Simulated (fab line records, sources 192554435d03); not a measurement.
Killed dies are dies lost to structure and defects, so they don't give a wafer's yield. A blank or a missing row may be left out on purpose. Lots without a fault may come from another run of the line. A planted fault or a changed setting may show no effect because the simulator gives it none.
fab line records | flow n5_finfet
record lots=15 wafers=43 last_day=16
route steps=1938 shown BEOL_M8@1394 BEOL_M9@1403
lots that met no fault: from a run of the same line without faults
start_h: hours from the record's first day to the start of the lot's first wafer shown | wait_h: hours since the lot's step before | " the same as in the row above | L1.1+2: a row that stands for several wafers | - no value, or no start given | * or withheld: withheld | < > ~ a bound
route shown NAME@n: a module of which the file shows steps, and the number in the route of the first | usual: mean/standard deviation of fault-free wafers | same: alike in all rows | chamber/n: place in a boat | sites: the reading at each site | _std_site: their standard deviation | _edge_site: outer sites' mean less inner sites' | radius_mm: how far each site lies from the wafer's centre | mask NAME#n: copy n | behind: the tool/chamber that last shaped the wafer | hold: why the lot was held/for how many hours/how that ended | device: the transistor (n, p or np) that didn't switch | end of line: the same wafers' tests at the end of the route | a step without rows: its recipe alone | killed: dies lost to structure and defects at the first sort, not the wafer's yield | map: a wafer's dies, x killed, . not, _ none there
set.NAME: the setting as run; set.NAME@STEP: as run at that earlier step | model.NAME: the simulator's own value behind a step, which no gauge read
steps of the route over a sample of lots; a table a step, a row a wafer
services: from which hour (start_h, from the record's first day; less than 0 if before it) a tool's chamber was out of use, for how many hours, and why
## steps
# step N5_BEOL_M8_ANNEAL_51
# recipe temp_c=225 time_s=90 ambient=N2
# usual wafer_temp_C_max=226.1/0.46
# columns lot.wafer tool chamber start_h wait_h wafer_temp_C_max
L686.3 rtp_anneal-02 0 196.64 0.1 225.7
L686.4 " 0 " " 225.8
L686.6 " 0 " " 225.7
L687.3 rtp_anneal-02 0 214.12 0.3 225.4
L687.4 " 0 " " 225.4
L687.6 " 0 " " 225.8
L688.2 rtp_anneal-01 0 220.75 1.0 226.3
L688.5 " 0 " " 226.1
L689.1 rtp_anneal-01 0 227.10 1.9 226.9
L689.3 " 0 " " 226.4
L689.6 " 0 " " 226.8
L691.1 rtp_anneal-02 0 234.14 0.1 225.7
L691.2 " 0 " " 226.0
L691.4 " 0 " " 225.7
L693.1 rtp_anneal-01 0 241.27 0.1 226.5
L693.2 " 0 " " 227.0
L693.3 " 0 " " 226.4
L692.2 rtp_anneal-01 0 242.25 0.2 226.9
L692.5 " 0 " " 226.3
L692.6 " 0 " " 226.4
L694.3 rtp_anneal-02 0 257.90 0.1 225.8
L694.4 " 0 " " 225.7
L695.3 rtp_anneal-01 0 264.94 0.3 226.3
L695.4 " 0 " " 226.6
L695.6 " 0 " " 226.3
L701.2 rtp_anneal-01 0 293.26 0.1 226.8
L701.5 " 0 " " 226.6
L701.6 " 0 " " 226.6
L700.1 rtp_anneal-01 0 296.33 0.1 226.3
L700.5 " 0 " " 226.3
L700.6 " 0 " " 227.1
L702.1 rtp_anneal-01 0 308.52 0.1 226.9
L702.2 " 0 " " 226.7
L702.6 " 0 " " 226.4
L705.1 rtp_anneal-01 0 323.34 0.9 226.6
L705.2 " 0 " " 226.8
L705.3 " 0 " " 226.8
L706.2 rtp_anneal-02 0 327.65 0.3 225.7
L706.3 " 0 " " 226.2
L706.5 " 0 " " 225.7
L707.2 rtp_anneal-02 0 335.46 0.6 225.5
L707.4 " 0 " " 225.6
L707.5 " 0 " " 225.6
# step N5_BEOL_M8_INSPECT_58
# recipe inspect_instrument=darkfield mode=post_dep
# usual raw_defect_count=78/24
# columns lot.wafer tool chamber start_h wait_h raw_defect_count
L686.3 defect_inspect-01 - 197.52 0.0 99
L686.4 " - " " 86
L686.6 " - " " 108
L687.3 defect_inspect-01 - 214.81 0.0 116
L687.4 " - " " 69
L687.6 " - " " 63
L688.2 defect_inspect-02 - 221.49 0.0 64
L688.5 " - " " 81
L689.1 defect_inspect-02 - 227.88 0.0 56
L689.3 " - " " 53
L689.6 " - " " 44
L691.1 defect_inspect-01 - 234.94 0.0 72
L691.2 " - " " 53
L691.4 " - " " 39
L693.1 defect_inspect-02 - 242.02 0.0 92
L693.2 " - " " 59
L693.3 " - " " 39
L692.2 defect_inspect-01 - 242.97 0.0 52
L692.5 " - " " 88
L692.6 " - " " 83
L694.3 defect_inspect-01 - 258.56 0.0 91
L694.4 " - " " 92
L695.3 defect_inspect-02 - 265.63 0.0 70
L695.4 " - " " 53
L695.6 " - " " 53
L701.2 defect_inspect-02 - 293.99 0.0 54
L701.5 " - " " 80
L701.6 " - " " 105
L700.1 defect_inspect-01 - 297.07 0.0 107
L700.5 " - " " 122
L700.6 " - " " 122
L702.1 defect_inspect-01 - 309.27 0.0 58
L702.2 " - " " 68
L702.6 " - " " 55
L705.1 defect_inspect-01 - 324.10 0.0 59
L705.2 " - " " 68
L705.3 " - " " 49
L706.2 defect_inspect-02 - 328.35 0.0 75
L706.3 " - " " 119
L706.5 " - " " 88
L707.2 defect_inspect-02 - 336.17 0.0 101
L707.4 " - " " 45
L707.5 " - " " 45
# step N5_BEOL_M9_THK_MEAS_01
# recipe reads=SiCOH_lowk_of_BEOL_M9_ILD_DEP_00
# usual M9_ILD_THK=267/3.5
# columns lot.wafer tool chamber start_h wait_h M9_ILD_THK[nm]
L686.3 film_metro-01 - 198.37 0.3 267
L686.4 " - " " 265
L686.6 " - " " 269
L687.3 film_metro-02 - 215.43 0.3 270
L687.4 " - " " 272
L687.6 " - " " 273
L688.2 film_metro-02 - 222.12 0.4 260
L688.5 " - " " 268
L689.1 film_metro-02 - 228.51 0.4 270
L689.3 " - " " 265
L689.6 " - " " 268
L691.1 film_metro-01 - 235.59 0.4 266
L691.2 " - " " 263
L691.4 " - " " 266
L693.1 film_metro-01 - 242.65 0.4 265
L693.2 " - " " 265
L693.3 " - " " 267
L692.2 film_metro-01 - 243.60 0.4 264
L692.5 " - " " 269
L692.6 " - " " 273
L694.3 film_metro-01 - 259.36 0.3 264
L694.4 " - " " 268
L695.3 film_metro-02 - 266.26 0.3 267
L695.4 " - " " 270
L695.6 " - " " 271
L701.2 film_metro-02 - 294.62 0.4 266
L701.5 " - " " 264
L701.6 " - " " 271
L700.1 film_metro-01 - 297.70 0.4 263
L700.5 " - " " 265
L700.6 " - " " 265
L702.1 film_metro-01 - 310.05 0.4 269
L702.2 " - " " 266
L702.6 " - " " 271
L705.1 film_metro-01 - 324.73 0.4 264
L705.2 " - " " 267
L705.3 " - " " 268
L706.2 film_metro-02 - 328.98 0.4 266
L706.3 " - " " 265
L706.5 " - " " 268
L707.2 film_metro-02 - 336.80 0.4 266
L707.4 " - " " 270
L707.5 " - " " 271
# step N5_BEOL_M9_EXPOSE_25
# recipe mask_id=V8 na=0.33 source_shape=annular sigma_inner=0.4 sigma_outer=0.8 polarization=unpolarized dose_mj=37.25
# usual exposure_dose_mJ_cm2=37.5/0.34 focus_offset_nm=0.2/0.54 reticle_temp_C=23.01/0.11
# columns lot.wafer tool chamber start_h wait_h mask exposure_dose_mJ_cm2 focus_offset_nm reticle_temp_C
L686.3 euv_scanner-01 0 203.53 - V8#0 37.1 0.6 23.11
L686.4 " 0 " " V8#0 37.2 0.8 22.97
L686.6 " 0 " " V8#0 37.1 1.0 22.85
L687.3 euv_scanner-01 0 219.35 - V8#0 37.2 0.6 22.97
L687.4 " 0 " " V8#0 37.2 1.1 22.98
L687.6 " 0 " " V8#0 37.2 0.4 23.01
L688.2 euv_scanner-01 0 224.79 - V8#0 37.1 0.0 23.21
L688.5 " 0 " " V8#0 37.1 -0.9 23.22
L689.1 euv_scanner-02 0 231.68 - V8#0 37.2 -0.4 22.94
L689.3 " 0 " " V8#0 37.2 0.3 22.98
L689.6 " 0 " " V8#0 37.2 -0.5 22.82
L691.1 euv_scanner-02 0 238.77 - V8#0 37.2 -0.3 22.90
L691.2 " 0 " " V8#0 37.2 0.3 22.91
L691.4 " 0 " " V8#0 37.1 0.7 22.96
L693.1 euv_scanner-02 0 244.89 - V8#0 37.2 0.3 22.97
L693.2 " 0 " " V8#0 37.1 0.0 23.21
L693.3 " 0 " " V8#0 37.3 0.5 23.02
L692.2 euv_scanner-02 0 247.85 - V8#0 37.2 0.0 23.05
L692.5 " 0 " " V8#0 37.2 -0.2 23.01
L692.6 " 0 " " V8#0 37.2 0.9 23.13
L694.3 euv_scanner-01 0 262.46 - V8#0 37.1 0.3 22.96
L694.4 " 0 " " V8#0 37.1 0.9 23.00
L695.3 euv_scanner-01 0 270.85 - V8#0 37.1 -0.3 23.10
L695.4 " 0 " " V8#0 37.1 -1.2 22.95
L695.6 " 0 " " V8#0 37.1 -0.7 23.10
L701.2 euv_scanner-01 - 298.83 - V8#0 - - -
L701.5 " - " " V8#0 - - -
L701.6 " - " " V8#0 - - -
L700.1 euv_scanner-01 - 302.65 - V8#0 - - -
L700.5 " - " " V8#0 - - -
L700.6 " - " " V8#0 - - -
L702.1 euv_scanner-01 - 313.57 - V8#0 - - -
L702.2 " - " " V8#0 - - -
L702.6 " - " " V8#0 - - -
L705.1 euv_scanner-01 0 326.47 - V8#0 37.9 0.8 22.81
L705.2 " 0 " " V8#0 37.9 0.6 22.82
L705.3 " 0 " " V8#0 37.9 -0.8 22.92
L706.2 euv_scanner-01 0 332.27 - V8#0 37.9 -0.6 22.99
L706.3 " 0 " " V8#0 37.8 0.0 23.13
L706.5 " 0 " " V8#0 37.8 0.2 22.98
L707.2 euv_scanner-01 0 340.16 - V8#0 37.8 0.3 22.88
L707.4 " 0 " " V8#0 37.8 0.4 22.92
L707.5 " 0 " " V8#0 37.8 0.3 22.96
## services
# columns tool chamber start_h hours kind
euv_scanner-02 - 194.49 4.6 pm
euv_scanner-02 - 206.70 1.0 pm
euv_scanner-02 - 214.39 1.1 repair
euv_scanner-01 - 215.47 1.0 pm
euv_scanner-02 0 234.45 - calibration
euv_scanner-01 - 237.32 4.6 pm
euv_scanner-01 - 244.07 1.5 repair
euv_scanner-01 0 246.54 - calibration
euv_scanner-02 - 257.13 72.0 pm
euv_scanner-01 - 288.36 - calibration
euv_scanner-02 - 329.13 1.0 pm
euv_scanner-02 - 330.14 12.0 pm
## key
first_sign step=N5_BEOL_M9_EXPOSE_25 reading=tool_record direction=missing
effect none on later readings
met_at N5_BEOL_M9_EXPOSE_25
struck_lots L700,L701,L702
later_rows_left_out L700.1,L700.5,L700.6,L701.2,L701.5,L701.6,L702.1,L702.2,L702.6
sort_left_out L700.1,L700.5,L700.6,L701.2,L701.5,L701.6,L702.1,L702.2,L702.6
not_acting_at N5_BEOL_M8_ANNEAL_51,N5_BEOL_M8_INSPECT_58,N5_BEOL_M9_THK_MEAS_01
onset_between 270.85 298.83
fault kind=skipped_step_whole tool=euv_scanner-01 chamber=- onset_h=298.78 steps=N5_BEOL_M9_EXPOSE_25 scope=struck_lots_only
# sort_left_out: the simulated sort isn't trusted on such a fault, so these wafers' sort isn't shown, and their yield isn't known
# later_rows_left_out: the simulator's readings of these wafers behind a module that went badly wrong aren't trusted and aren't shown, but for the sort
